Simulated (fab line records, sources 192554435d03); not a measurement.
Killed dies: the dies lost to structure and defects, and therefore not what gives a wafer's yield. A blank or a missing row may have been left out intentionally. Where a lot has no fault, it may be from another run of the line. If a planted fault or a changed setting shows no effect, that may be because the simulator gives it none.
A lot that was struck, set against a sound lot | flow n5Finfet | 15 steps out of a route of 1938
Sound: these wafers, L823.1, L823.2, L823.5. Struck: wafers L828.2, L828.4, L828.5. At the end, the cause is stated.
Order at every step that has rows: each side's tool, ch and its chambers, its first start. Under that, the readings that differ: sound wafers | struck wafers | difference of the means | sigmas: that difference in standard deviations of wafers without a fault.
alike: same words and numbers on both sides, and readings whose means sit less than 2 such deviations apart. not compared: any withheld reading, any reading some wafer has no value for, any bound like >300 that may hide the same value, and any number with overlapping values for which the record gives no deviation.
The two part at a step that has a row with sigmas, a row that says differs or no value, or rows on one side only. Numbers that have no deviation but don't overlap get no sigmas and don't part them. A reading missing from all wafers of one side parts the sides only when that side holds two or more wafers.

N5_FIN_CUT_INSPECT_10: inspects for defects (brightfield).
  sound: defectInspect-02 at day 4 09:41; struck: defectInspect-01 at day 5 17:22
  alike: rawDefectCount
then, 7 steps without rows for these wafers: N5_FIN_CUT_DESCUM_13 (chemistry O2, time 7 s); N5_FIN_CUT_ETCH_30 (etches underlayer in N2/H2, target depth 13 nm, time 10.4 s); N5_FIN_CUT_ETCH_20 (etches SiARC in CF4, target depth 26 nm, time 43.3 s); N5_FIN_CUT_ETCH_21 (etches SOC in N2/H2, target depth 219 nm, overetch 43.8 nm, time 523.5 s); N5_FIN_CUT_STRIP_23 (strips in N2/H2); N5_FIN_CUT_STRIP_31 (strips in N2/H2); N5_FIN_CUT_STRIP_24 (strips in CF4).
N5_FIN_CUT_CUT_ETCH_26: etches SiNx in CH3F/O2, target depth 39 nm, time 55.7 s.
  sound on rieDiel-06 ch 0,1, day 4 10:09; struck on rieDiel-05 ch 0,3, day 5 17:50
  alike: CH3F_flow_sccm, biasW, drypumpMotorCurrentA, oesProductAu, rfVppV, showerheadPlenumPTorr, throttleValvePct
  not compared: rfHoursCounterH
N5_FIN_CUT_CUT_ETCH_27: etches SiO2 in CHF3/O2, target depth 4 nm, overetch 2 nm, time 4.9 s.
  sound on rieDiel-06 ch 0,1, day 4 10:12; struck on rieDiel-05 ch 0,3, day 5 17:53
  alike: biasW, drypumpMotorCurrentA, oesProductAu, rfVppV, showerheadPlenumPTorr, throttleValvePct
  not compared: rfHoursCounterH
N5_FIN_CUT_PRECLEAN_35: cleans in vHF, time 13.3 s.
  sound on vaporEtch-01 ch 0,1, day 4 10:16; struck on vaporEtch-01 ch 1, day 5 18:01
  alike: drypumpMotorCurrentA
N5_FIN_CUT_CUT_ETCH_15: etches Si in HBr/Cl2/O2, target depth 100 nm, bt time 10 s, time 42.4 s.
  sound on rieSi-02 ch 1,2,3, day 4 10:21; struck on rieSi-03 ch 0,3, day 5 18:08
  alike: HBr_flow_sccm, drypumpMotorCurrentA, mfcCl2Sccm, oesProductAu, throttleValvePct
  not compared: biasW, rfHoursCounterH
N5_FIN_CUT_CUT_ETCH_28: etches Si in HBr/Cl2/O2, target depth 6 nm, time 2.4 s.
  sound on rieSi-02 ch 1,2,3, day 4 10:24; struck on rieSi-03 ch 0,3, day 5 18:11
reading                 | sound             | struck            | difference | sigmas
oesProductAu (a.u.)     | 0.976 1.020 0.987 | 1.045 1.021 1.046 | +0.043     | +3
model.etch.depthNm (nm) | 6.04 5.985 5.976  | 8.405 8.38 8.465  | +2.416     | 
  alike: HBr_flow_sccm, drypumpMotorCurrentA, mfcCl2Sccm, throttleValvePct
  not compared: biasW, rfHoursCounterH
N5_FIN_CUT_STRIP_22: strips in N2/H2.
  sound on rieDiel-06 ch 1,2, day 4 10:28; struck on rieDiel-06 ch 1,3, day 5 18:15
reading              | sound          | struck         | difference | sigmas
throttleValvePct (%) | 19.5 19.5 19.5 | 18.1 19.5 18.0 | -1.0       | -2
  alike: drypumpMotorCurrentA, oesProductAu, rfVppV, showerheadPlenumPTorr
  not compared: rfHoursCounterH
-- record jumps: 6 days separate the struck wafers' starts on either side; left off in module FIN_CUT, taken up again in module BEOL_M4, whose first shown step is the route's number 1111 --
N5_BEOL_M4_RC_MEAS_101:
  sound on prober-01 ch 0, day 10 11:26; struck on prober-02 ch 0, day 12 05:01
  alike: DIBL_N, DIBL_P, IOFF_N, IOFF_P, ION_N, ION_P, SS_N, SS_P, VT_N, VT_P

== WHERE THEY PART ==
Last at N5_FIN_CUT_STRIP_22 as far as this record goes, first at N5_FIN_CUT_CUT_ETCH_28. Later steps at which nothing parts them and some readings are alike: N5_BEOL_M4_RC_MEAS_101.

WHY: the cause the simulator had injected
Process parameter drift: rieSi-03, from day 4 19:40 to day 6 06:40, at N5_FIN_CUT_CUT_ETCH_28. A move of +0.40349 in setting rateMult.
